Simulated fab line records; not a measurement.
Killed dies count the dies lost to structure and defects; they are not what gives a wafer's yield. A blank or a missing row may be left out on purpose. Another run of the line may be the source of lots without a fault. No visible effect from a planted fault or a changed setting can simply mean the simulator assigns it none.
Split-lot study | flow n5 finfet | 21 wafers read across 7 lots, on a route 1938 steps long

== ON THE SPLIT ==
At N5_MIM_BOT_ETCH_ETCH_04 (etches SiNx in CF4/O2, target depth 26 nm, time 13 s), the setting time s was moved away from the recipe's 13 s on 7 of the 21 wafers read, by -19.1% to +21.6%. The other wafers ran this setting at the recipe's value.

The split's own step is where the reading is taken.

== THE READING ==
etch.depth nm (the simulator's own value, which no gauge read), in nm, at N5_MIM_BOT_ETCH_ETCH_04 (etches SiNx in CF4/O2, target depth 26 nm, time 13 s). No usual value for it is given in the file. Across the 14 wafers here that went through the recipe, the average is 25.71 nm and the standard deviation 0.71 nm.

wafer  | tool, chamber at the split | time s as run, s | against the recipe | etch.depth nm, nm | against lot-mates on the recipe
L074.3 | rie diel-02, 2             | 13               | recipe             | 25.26             | -
L074.5 | rie diel-02, 2             | 13               | recipe             | 25.15             | -
L074.6 | rie diel-02, 1             | 10.61            | -18.4%             | 21.49             | -3.71
L076.1 | rie diel-05, 1             | 11.81            | -9.2%              | 22.76             | -2.76
L076.2 | rie diel-05, 0             | 11.81            | -9.2%              | 24.61             | -0.91
L076.5 | rie diel-05, 3             | 13               | recipe             | 25.52             | -
L081.1 | rie diel-05, 2             | 13               | recipe             | 25.13             | -
L081.2 | rie diel-05, 1             | 15.81            | +21.6%             | 30.11             | +4.98
L081.6 | rie diel-05, 2             | 15.81            | +21.6%             | 30.79             | +5.66
L083.1 | rie diel-06, 0             | 13               | recipe             | 26.17             | -
L083.3 | rie diel-06, 3             | 13               | recipe             | 25.13             | -
L083.4 | rie diel-06, 0             | 13               | recipe             | 26.16             | -
L087.3 | rie diel-06, 1             | 13               | recipe             | 25.15             | -
L087.4 | rie diel-06, 3             | 13               | recipe             | 25.22             | -
L087.5 | rie diel-06, 1             | 13               | recipe             | 25.23             | -
L086.2 | rie diel-06, 0             | 13               | recipe             | 26.08             | -
L086.5 | rie diel-06, 0             | 10.52            | -19.1%             | 21.07             | -5.01
L086.6 | rie diel-06, 2             | 10.52            | -19.1%             | 20.36             | -5.72
L092.1 | rie diel-05, 2             | 13               | recipe             | 26.76             | -
L092.5 | rie diel-05, 0             | 13               | recipe             | 27.54             | -
L092.6 | rie diel-05, 3             | 13               | recipe             | 25.44             | -

FIT RESULTS
A straight line over all 21 wafers: etch.depth nm changes by +0.234 nm for each +1% of time s; r = +0.96; the points scatter about the line by 0.73 nm.
The same after taking each lot's own level away (the mean of its wafers on the recipe; 21 wafers): +0.248 nm for each +1%; r = +0.97; scatter 0.61 nm.
That fit puts the effect of the largest move of time s on the reading at 5.4 nm.
The lots' own levels span 25.130 to 26.580 nm, that is 2.0 times the standard deviation above.
Consequently the slope shifts little with the lot-to-lot level, the two slopes agreeing.
Check: with one of the wafers moved furthest among these (+21.6%) left out of the fit, the line predicts +5.54 nm for it against its lot-mates. Against them it came out at +4.98 nm.

== OTHER SPLITS APPLIED TO THESE WAFERS ==
Other splits were also applied to these wafers ahead of the reading. Each is held against what the fit with the lots' levels taken away leaves over:
other split on the same wafers | wafers away from the commonest value | r with etch.depth nm (lot level and that fit taken away)
N5_BEOL_M15_ILD_DEP_00 time s  | 9                                    | -0.29

== THE FILE'S OWN FIT ==
etch.depth nm changes by +0.241 nm for each +1% of time s, r = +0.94.
